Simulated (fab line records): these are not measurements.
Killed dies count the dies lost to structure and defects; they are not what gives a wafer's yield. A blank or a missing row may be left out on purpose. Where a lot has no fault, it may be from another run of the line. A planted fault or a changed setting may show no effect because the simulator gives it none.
Which of the tools did it?	flow nandHarc	12 lots, 36 wafers sampled, at 6 steps of a route of 1159

WHAT EACH GAUGE READ, for each wafer
NHARC_A_ONON_D1_THK_MEAS_08: measures by ellipsometry.
lot	measured	on	thkNm (nm)
L770	day 7 07:53	filmMetro-01	997 995 997
L771	day 8 06:17	filmMetro-02	998 997 998
L773	day 8 12:13	filmMetro-02	992 992 991
L777	day 9 10:51	filmMetro-02	1838 996 1837
L779	day 9 14:26	filmMetro-01	995 1838 1836
L784	day 10 18:22	filmMetro-02	975 976 975
L783	day 10 18:01	filmMetro-02	987 989 987
L785	day 11 14:00	filmMetro-02	1006 1006 1007
L787	day 11 17:34	filmMetro-02	1000 1002 1001
L789	day 12 04:02	filmMetro-02	990 990 989
L791	day 12 15:58	filmMetro-02	1003 1000 1001
L793	day 13 09:52	filmMetro-02	989 988 988

NHARC_END_SORT_01.
lot	measured	on	killedAtArray	killedAtOther	killedAtPeriphery	killedDies	killedOpen	killedShort
L777	day 21 13:20	prober-02	671 30 673	0 2 0	6 5 4	677 37 677	3 5 4	3 3 2
L779	day 22 01:18	prober-01	29 667 674	3 3 1	0 7 2	32 677 677	2 1 4	1 3 2

EACH LOT AND THE TOOL THAT RAN IT (in order: tool; ch and the chambers of the sampled wafers; start)
lot	NHARC_P_BONDPAD_ETCH_37	NHARC_P_BONDPAD_ETCH_12	NHARC_A_ONON_D1_DEP_06	NHARC_A_CHANNEL_HOLE_D1_DEP_00
L770	rieDiel-05 ch 0,1,3, day 6 03:56	rieDiel-05 ch 1,2, day 7 07:22 or earlier	pecvdOnon-01 ch 0, day 7 07:22	aclDep-01 ch 0, day 8 00:23
L771	rieDiel-05 ch 0,2,3, day 7 02:49	rieDiel-05 ch 0,3, day 8 05:47 or earlier	pecvdOnon-04 ch 0, day 8 05:47	aclDep-03 ch 0, day 8 17:36
L773	rieDiel-11 ch 0,2, day 7 08:08	rieDiel-11 ch 2,3, day 8 11:43 or earlier	pecvdOnon-04 ch 0, day 8 11:43	aclDep-01 ch 0, day 8 23:22
L777	rieDiel-11 ch 0,1,3, day 8 05:31	rieDiel-11 ch 1,2, day 9 10:23 or earlier	pecvdOnon-04 ch 0, day 9 10:23	aclDep-03 ch 0, day 10 03:07
L779	rieDiel-05 ch 0,2,3, day 8 10:27	rieDiel-05 ch 1,2, day 9 13:55 or earlier	pecvdOnon-04 ch 0, day 9 13:55	aclDep-01 ch 0, day 10 03:08
L784	rieDiel-11 ch 0,3, day 9 14:50	rieDiel-11 ch 0,2,3, day 10 17:55 or earlier	pecvdOnon-01 ch 0, day 10 17:55	aclDep-03 ch 0, day 11 09:59
L783	rieDiel-11 ch 1,3, day 9 17:43	rieDiel-11 ch 0,3, day 10 17:30 or earlier	pecvdOnon-01 ch 0, day 10 17:30	aclDep-01 ch 0, day 11 07:38
L785	rieDiel-11 ch 1,3, day 10 09:35	rieDiel-11 ch 2,3, day 11 13:29 or earlier	pecvdOnon-02 ch 0, day 11 13:29	aclDep-02 ch 0, day 12 01:12
L787	rieDiel-13 ch 0,1,3, day 10 13:25	rieDiel-13 ch 0,1,3, day 11 17:14 or earlier	pecvdOnon-01 ch 0, day 11 17:14	aclDep-02 ch 0, day 12 05:55
L789	rieDiel-11 ch 1,2,3, day 11 00:33	rieDiel-11 ch 0,2,3, day 12 03:35 or earlier	pecvdOnon-01 ch 0, day 12 03:35	aclDep-02 ch 0, day 12 17:53
L791	rieDiel-11 ch 0,1,3, day 11 12:18	rieDiel-11 ch 1,2,3, day 12 15:26 or earlier	pecvdOnon-02 ch 0, day 12 15:26	aclDep-03 ch 0, day 13 03:10
L793	rieDiel-11 ch 1,2,3, day 12 07:00	rieDiel-11 ch 1,2, day 13 09:28 or earlier	pecvdOnon-04 ch 0, day 13 09:28	aclDep-01 ch 0, day 14 00:10
- NHARC_P_BONDPAD_ETCH_37: etches the open film in N2/H2, target depth 60 nm, overetch 18 nm, time 65.91 s.
- NHARC_P_BONDPAD_ETCH_12: etches the open film in CHF3/O2, target depth 200 nm, time 100 s.
- NHARC_A_ONON_D1_DEP_06: target thk 1000 nm.
- NHARC_A_CHANNEL_HOLE_D1_DEP_00: deposits aC, target thk 3100 nm.

WHAT THE TOOLS THEMSELVES READ (means of the sampled wafers that have a number; where no wafer has one, the mark that the record gives instead)
NHARC_P_BONDPAD_ETCH_37.
lot	tool	drypumpMotorCurrentA (A)	oesProductAu (a.u.)	rfVppV (V)	showerheadPlenumPTorr (Torr)	throttleValvePct (%)
L770	rieDiel-05	6.0	1.009	428.7	1.97	14.168
L771	rieDiel-05	6.3	1.018	430.7	2.05	14.180
L773	rieDiel-11	5.8	1.001	432.0	2.12	14.174
L777	rieDiel-11	5.8	1.004	431.5	2.08	14.164
L779	rieDiel-05	6.3	1.003	430.5	2.04	14.181
L784	rieDiel-11	6.0	1.010	433.3	2.13	14.165
L783	rieDiel-11	5.5	1.006	430.0	2.03	14.172
L785	rieDiel-11	5.6	1.007	432.2	2.08	14.166
L787	rieDiel-13	5.8	1.006	427.0	1.94	14.171
L789	rieDiel-11	5.3	1.017	430.9	2.07	14.174
L791	rieDiel-11	5.8	1.006	431.6	2.08	14.179
L793	rieDiel-11	5.3	1.006	431.0	2.07	14.173

NHARC_P_BONDPAD_ETCH_12.
lot	tool	drypumpMotorCurrentA (A)	oesProductAu (a.u.)	rfVppV (V)	showerheadPlenumPTorr (Torr)	throttleValvePct (%)
L770	rieDiel-05	5.6	0.952	369.1	2.31	20.571
L771	rieDiel-05	6.3	0.946	370.1	2.37	20.573
L773	rieDiel-11	5.2	0.929	373.0	2.49	20.586
L777	rieDiel-11	5.2	0.927	371.1	2.38	20.569
L779	rieDiel-05	5.9	0.973	374.0	2.51	20.572
L784	rieDiel-11	5.7	0.979	372.8	2.49	20.567
L783	rieDiel-11	6.0	0.980	372.8	2.50	20.571
L785	rieDiel-11	5.5	0.924	373.5	2.50	20.570
L787	rieDiel-13	5.8	0.948	368.4	2.29	20.565
L789	rieDiel-11	5.7	0.975	371.8	2.49	20.572
L791	rieDiel-11	5.3	0.976	371.5	2.44	20.574
L793	rieDiel-11	5.2	0.923	369.6	2.38	20.580

NHARC_A_CHANNEL_HOLE_D1_DEP_00.
lot	tool	throttleValvePct (%)
L770	aclDep-01	35.004
L771	aclDep-03	34.997
L773	aclDep-01	35.006
L777	aclDep-03	35.004
L779	aclDep-01	35.002
L784	aclDep-03	34.999
L783	aclDep-01	34.999
L785	aclDep-02	35.005
L787	aclDep-02	34.996
L789	aclDep-02	35.006
L791	aclDep-03	34.988
L793	aclDep-01	34.992

THE ANSWER, worked out from the rows above alone
Rule: the lots themselves supply what counts as usual. Put in order of their means at a reading, lots are off if they are a third of the lots or fewer, leave a main group of 4 or more, and stand apart from it by a gap of 3 or more times the standard deviation of the main group's means; of several such gaps the widest counts. Not used: any main group whose means are identical at the precision the tables above print for the reading. A lot without any number at a reading at which 4 lots or more have one is off too. All remaining lots with rows at the step are treated as sound. After the gauges, taken in route order, come the tools' own readings; for these a lot's mean is taken, as printed above. The first step at which some lot is off is used, and at that step the reading that is off furthest; a lot without a number counts as furthest.
Off at NHARC_A_ONON_D1_THK_MEAS_08 (thkNm): L777, L779. For the main group the mean is 994 nm and the standard deviation 8.5.
A tool fits if, at a process step before that reading, it ran every lot that is off, and no sound lot after the first of them. The gauges at NHARC_A_ONON_D1_THK_MEAS_08 are tried like those tools. With no start given for some of its lots, NHARC_P_BONDPAD_ETCH_12 uses the hours and lot order of NHARC_A_ONON_D1_DEP_06. No candidate that was tried fits.

WHAT THE SIMULATOR HAD INSERTED
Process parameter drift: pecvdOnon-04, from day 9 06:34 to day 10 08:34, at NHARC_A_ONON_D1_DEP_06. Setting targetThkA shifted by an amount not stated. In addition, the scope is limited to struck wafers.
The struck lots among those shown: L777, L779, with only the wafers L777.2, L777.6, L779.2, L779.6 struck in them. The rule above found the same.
